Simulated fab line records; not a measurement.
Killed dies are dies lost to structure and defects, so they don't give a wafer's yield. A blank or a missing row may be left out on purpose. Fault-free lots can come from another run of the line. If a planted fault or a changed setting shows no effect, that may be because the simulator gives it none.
Split-lot study	flow n5Finfet	39 wafers read from 7 lots, route of 1938 steps

== SPLIT DETAILS ==
At N5_SD_EPI_N_ETCH_35 (etches SOC in N2/H2, overetch 108 nm, time 486 s), the setting timeS was moved away from the recipe's 486 s on 15 of the 39 wafers read, by -49.0% to +30.1%. For the rest of the wafers, this setting stayed at what the recipe calls for.

The split's own step is where the reading is taken.

== THE READING ==
SiARC_of_SD_EPI_N_COAT_33.thkNm (the simulator's own value, which no gauge read), in nm, at N5_SD_EPI_N_ETCH_35 (etches SOC in N2/H2, overetch 108 nm, time 486 s). No usual value for it is given in the file. Average 20.0 nm, standard deviation 0.54 nm, over the 24 wafers here run with the recipe.

wafer	tool, chamber at the split	timeS as run, s	against the recipe	SiARC_of_SD_EPI_N_COAT_33.thkNm, nm	against lot-mates on the recipe
L075.1	rieDiel-05, 1	337.2	-30.6%	25	+4.9
L075.2	rieDiel-05, 3	337.2	-30.6%	25.2	+5.1
L075.3	rieDiel-05, 2	486	recipe	19.6	-
L075.4	rieDiel-05, 3	486	recipe	21	-
L075.5	rieDiel-05, 2	486	recipe	19.6	-
L075.6	rieDiel-05, 1	337.2	-30.6%	25	+4.9
L076.2	rieDiel-05, 3	486	recipe	20.8	-
L076.3	rieDiel-05, 1	486	recipe	20.2	-
L076.5	rieDiel-05, 2	486	recipe	19.8	-
L077.1	rieDiel-06, 3	486	recipe	20.4	-
L077.2	rieDiel-06, 1	632.5	+30.1%	16.2	-4.1
L077.3	rieDiel-06, 2	486	recipe	20	-
L077.4	rieDiel-06, 3	486	recipe	20.4	-
L077.5	rieDiel-06, 2	632.5	+30.1%	15.6	-4.7
L077.6	rieDiel-06, 1	632.5	+30.1%	16.2	-4.1
L078.1	rieDiel-06, 2	486	recipe	19.8	-
L078.2	rieDiel-06, 0	486	recipe	19	-
L078.3	rieDiel-06, 1	332	-31.7%	25.4	+5.9
L078.4	rieDiel-06, 3	332	-31.7%	25	+5.5
L078.5	rieDiel-06, 2	486	recipe	19.8	-
L078.6	rieDiel-06, 3	332	-31.7%	25	+5.5
L086.1	rieDiel-06, 1	486	recipe	20.8	-
L086.2	rieDiel-06, 0	486	recipe	19.6	-
L086.3	rieDiel-06, 3	486	recipe	20.4	-
L086.4	rieDiel-06, 2	486	recipe	20	-
L086.5	rieDiel-06, 2	486	recipe	20	-
L086.6	rieDiel-06, 1	486	recipe	20.8	-
L092.1	rieDiel-05, 0	486	recipe	19.6	-
L092.2	rieDiel-05, 1	486	recipe	20	-
L092.3	rieDiel-05, 3	486	recipe	20.8	-
L092.4	rieDiel-05, 2	248	-49.0%	27.2	+7.1
L092.5	rieDiel-05, 0	248	-49.0%	27.2	+7.1
L092.6	rieDiel-05, 3	248	-49.0%	27.8	+7.7
L094.1	rieDiel-06, 0	486	recipe	19.2	-
L094.2	rieDiel-06, 3	486	recipe	20.2	-
L094.3	rieDiel-06, 1	283.7	-41.6%	26.8	+7.3
L094.4	rieDiel-06, 3	283.7	-41.6%	26.2	+6.7
L094.5	rieDiel-06, 0	486	recipe	19.2	-
L094.6	rieDiel-06, 1	283.7	-41.6%	26.6	+7.1

FIT RESULTS
A straight line over all 39 wafers: SiARC_of_SD_EPI_N_COAT_33.thkNm changes by -0.151 nm for each +1% of timeS; r = -0.99; the points scatter about the line by 0.5 nm.
The same after taking each lot's own level away (the mean of its wafers on the recipe; 39 wafers): -0.157 nm for each +1%; r = -0.99; scatter 0.48 nm.
On that fit, the largest move of timeS shifts the reading by 7.7 nm.
From 19.53 to 20.27 nm: that is the span of the lots' own levels, equal to 1.3 times the standard deviation above.
Consequently the slope shifts little with the lot-to-lot level, the two slopes agreeing.
Check: +7.87 nm against its lot-mates is what the line predicts for one of the wafers moved furthest among these (-49.0%) when that wafer is left out of the fit. Against them it came out at +7.07 nm.

== ADDITIONAL SPLITS CARRIED BY THESE WAFERS ==
Other splits were also applied to these wafers ahead of the reading. Each is held against what the fit with the lots' levels taken away leaves over:
other split on the same wafers	wafers away from the commonest value	r with SiARC_of_SD_EPI_N_COAT_33.thkNm (lot level and that fit taken away)
N5_FIN_SAQP_ETCH_65 timeS	15	+0.11

== THE WHOLE CHAIN: every reading that the file lists as answering this split, in the file's order ==
step	what it does	reading	change (the file's fit)	r (the file's)
N5_SD_EPI_N_ETCH_35	etches SOC in N2/H2, overetch 108 nm, time 486 s	SD_EPI_N.cdNm (the simulator's own value, which no gauge read)	+0.142 nm for each +1% of the setting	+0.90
N5_SD_EPI_N_ETCH_35	etches SOC in N2/H2, overetch 108 nm, time 486 s	SiARC_of_SD_EPI_N_COAT_33.thkNm (the simulator's own value, which no gauge read)	-0.158 nm for each +1% of the setting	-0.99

== FILE'S OWN FIT ==
SiARC_of_SD_EPI_N_COAT_33.thkNm changes by -0.158 nm for each +1% of timeS, r = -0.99.
